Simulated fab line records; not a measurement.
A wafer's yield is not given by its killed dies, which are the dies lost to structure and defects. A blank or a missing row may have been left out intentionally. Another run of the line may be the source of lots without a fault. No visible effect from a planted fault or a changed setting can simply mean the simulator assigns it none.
8D (eight disciplines) problem report, filled in by code || flow n5-finfet || the parts of the form that need people (team, actions taken, sign-off) are left out

## 1. WHAT IS WRONG
Wafers free of any fault read 21.9 ohm/sq (standard deviation 0.31) for RS_SD_N at N5_SD_ACTIVATION_RS_MEAS_03, against a mean of 55.0 ohm/sq on 9 wafers of 3 lots. So: +99 or more standard deviations from the usual mean.
The step: measures by four-point-probe.
First observed at day 8 01:54: wafer L259.3, on film-metro-01. Wafers with a number at this step in the record: 15, from 5 lots. Rule for "out", or "out of limits": more than 4 standard deviations from the usual mean. The rest of the wafers with a number are treated as sound.

## 2. WHAT IT IS; WHAT IT IS NOT
{"question": "which readings at this step", "is": "RS_SD_N", "is not": "RS_SD_P"}
{"question": "which lots", "is": "L259, L260, L261", "is not": "L243, L257"}
{"question": "which wafers of those lots", "is": "all that have a number", "is not": "-"}
{"question": "read on which gauges", "is": "film-metro-01, film-metro-02", "is not": "-"}
{"question": "when", "is": "from day 8 01:54", "is not": "up to then (6 sound wafers)"}

## 3. WHAT RULES OUT EACH SUSPECT
Counting: a tool at any process step up to the reading remains a suspect when it ran all the lots that are out and ran no sound lot after the first of those.
- the gauge at N5_SD_ACTIVATION_RS_MEAS_03 has been ruled out. The wafers that are out were read on 2 gauges (film-metro-01, film-metro-02).
- epi-rpcvd-01 at N5_SD_EPI_N_EPI_21 (deposits Si:P, time 690 s): kept. It ran every lot that is out, first L259 (day 7 19:37), and no sound lot after that; its last sound lot up to then is L257 (day 7 09:47).
Left after counting: epi-rpcvd-01 at N5_SD_EPI_N_EPI_21.

## 4. THE CAUSE (what the simulator had put in)
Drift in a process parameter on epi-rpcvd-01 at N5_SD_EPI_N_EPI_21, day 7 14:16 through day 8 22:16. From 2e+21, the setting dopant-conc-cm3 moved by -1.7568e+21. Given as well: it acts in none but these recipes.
Counting left only this tool.

## 5. THE CHAIN OF EFFECTS, in route order
Each row: a reading whose mean over the struck wafers that have a number lies more than 3 standard deviations from the usual. Only readings whose record carries a usual standard deviation are examined. hours: median over the lots of the time between each lot's start at the first step of this table that gives one and its start at this step. sigmas: the change, counted in usual standard deviations.
{"hours": 0, "step": "N5_SD_ACTIVATION_RS_MEAS_03", "reading": "RS_SD_N", "usual": "21.9 ohm/sq", "on struck wafers": 55.0, "change": "+33.1", "sigmas": "+99 or more"}
{"hours": 123, "step": "N5_BEOL_M4_RC_MEAS_101", "reading": "DIBL_N", "usual": "36.5 mV/V", "on struck wafers": 26.3, "change": -10.2, "sigmas": -5.6}
{"hours": 123, "step": "N5_BEOL_M4_RC_MEAS_101", "reading": "IOFF_N", "usual": "0.17 nA/um", "on struck wafers": 0.06, "change": -0.11, "sigmas": -3.7}
{"hours": 123, "step": "N5_BEOL_M4_RC_MEAS_101", "reading": "IOFF_N_85C", "usual": "3.3 nA/um", "on struck wafers": 1.2, "change": -2.1, "sigmas": -4.0}
{"hours": 123, "step": "N5_BEOL_M4_RC_MEAS_101", "reading": "IOFF_N_LIN", "usual": "0.078 nA/um", "on struck wafers": 0.033, "change": -0.045, "sigmas": -3.8}
{"hours": 123, "step": "N5_BEOL_M4_RC_MEAS_101", "reading": "ION_N", "usual": "677 uA/um", "on struck wafers": 539, "change": -138, "sigmas": -13}
{"hours": 123, "step": "N5_BEOL_M4_RC_MEAS_101", "reading": "RC_DENSE_N", "usual": "18.5 ohm.um", "on struck wafers": 48.0, "change": "+29.5", "sigmas": "+59"}
{"hours": 123, "step": "N5_BEOL_M4_RC_MEAS_101", "reading": "RC_N", "usual": "15.1 ohm.um", "on struck wafers": 39.2, "change": "+24.1", "sigmas": "+60"}
{"hours": 123, "step": "N5_BEOL_M4_RC_MEAS_101", "reading": "REXT_N", "usual": "74.9 ohm.um", "on struck wafers": 165.7, "change": "+90.8", "sigmas": "+50"}
{"hours": 123, "step": "N5_BEOL_M4_RC_MEAS_101", "reading": "RS_SD_N", "usual": "28.4 ohm/sq", "on struck wafers": 67.6, "change": "+39.2", "sigmas": "+96"}
{"hours": 123, "step": "N5_BEOL_M4_RC_MEAS_101", "reading": "SS_N", "usual": "71.6 mV/dec", "on struck wafers": 69.7, "change": -1.9, "sigmas": -3.2}
{"hours": 123, "step": "N5_BEOL_M4_RC_MEAS_101", "reading": "VT_N", "usual": "249 mV", "on struck wafers": 269, "change": "+20", "sigmas": "+6.5"}
{"hours": 123, "step": "N5_BEOL_M4_RC_MEAS_101", "reading": "VT_N_LVT", "usual": "97 mV", "on struck wafers": 117, "change": "+20", "sigmas": "+5.8"}
{"hours": 238, "step": "N5_PASSIVATION_PROBE_49", "reading": "sort_bin_8_speed", "usual": "0.00 %", "on struck wafers": 91.64, "change": "+91.64", "sigmas": "+99 or more"}
{"hours": 238, "step": "N5_PASSIVATION_PROBE_49", "reading": "sort-n-pass", "usual": 1078, "on struck wafers": 0, "change": -1078, "sigmas": -60}
{"hours": 238, "step": "N5_PASSIVATION_PROBE_49", "reading": "sort-yield-pct", "usual": "91.4 %", "on struck wafers": 0.0, "change": -91.4, "sigmas": -61}
It contains these process steps:
- N5_PASSIVATION_PROBE_49

## 6. HOW IT WOULD HAVE BEEN CAUGHT EARLIER
The first out-of-limits reading at a measuring or inspecting step in this record came at day 8 01:54, 12 hours after the fault's start at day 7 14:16.
Of the tool readings at N5_SD_EPI_N_EPI_21 for which the record gives a usual standard deviation, none was out on any struck wafer, so an alarm limit of 4 standard deviations on them would not have fired.
Lots out: 3; of these, L260, L261 started N5_SD_EPI_N_EPI_21 on epi-rpcvd-01 after day 8 01:54. A hold on the tool at that time would have spared those 2.
